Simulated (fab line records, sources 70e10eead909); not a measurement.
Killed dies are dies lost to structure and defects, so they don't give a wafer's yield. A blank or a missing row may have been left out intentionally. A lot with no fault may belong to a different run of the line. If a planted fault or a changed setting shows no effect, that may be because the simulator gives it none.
Matching of chambers | flow nandHarc | NHARC_A_STAIRCASE_ETCHBACK_157 on rieDiel-03 has 4 sister chambers
The step etches the open film in CH3F/O2, target depth 90 nm, time 167.14 s. 4 wafers are shown with their chamber, then 8 later ones without.

WAFERS PAIRED WITH THEIR CHAMBERS
wafer  | chamber | showerheadPlenumPTorr (Torr)
L085.6 | 2       | 2.31
L088.1 | 0       | 2.64
L088.3 | 3       | 2.33
L089.2 | 1       | 2.46

WAFERS WITH NO CHAMBER GIVEN
wafer  | showerheadPlenumPTorr (Torr)
L089.3 | 2.33
L089.5 | 2.33
L090.2 | 2.33
L090.3 | 2.46
L090.4 | 2.64
L094.3 | 2.64
L094.4 | 2.30
L094.6 | 2.64

THE CHAMBER EACH PASSED THROUGH
wafer  | from the rows above | in truth
L089.3 | 3                   | 3
L089.5 | 3                   | 3
L090.2 | 3                   | 3
L090.3 | 1                   | 1
L090.4 | 0                   | 0
L094.3 | 0                   | 0
L094.4 | 2                   | 2
L094.6 | 0                   | 0
Correctly placed: 8 of 8. Number that these rows cannot place: 0. 0 placed wrongly.
How it was worked out, from the rows above alone: a wafer's distance from a chamber is the root of the sum, over the readings, of the square of ((its reading less the chamber's mean) divided by the reading's scatter). The wafer belongs to the nearest chamber; if the next one is less than 2 further off, it can't be placed. A chamber's mean is the mean of its shown wafers. The scatter: root of mean squared gap, hidden wafer to nearest shown wafer, with one shown wafer a chamber.
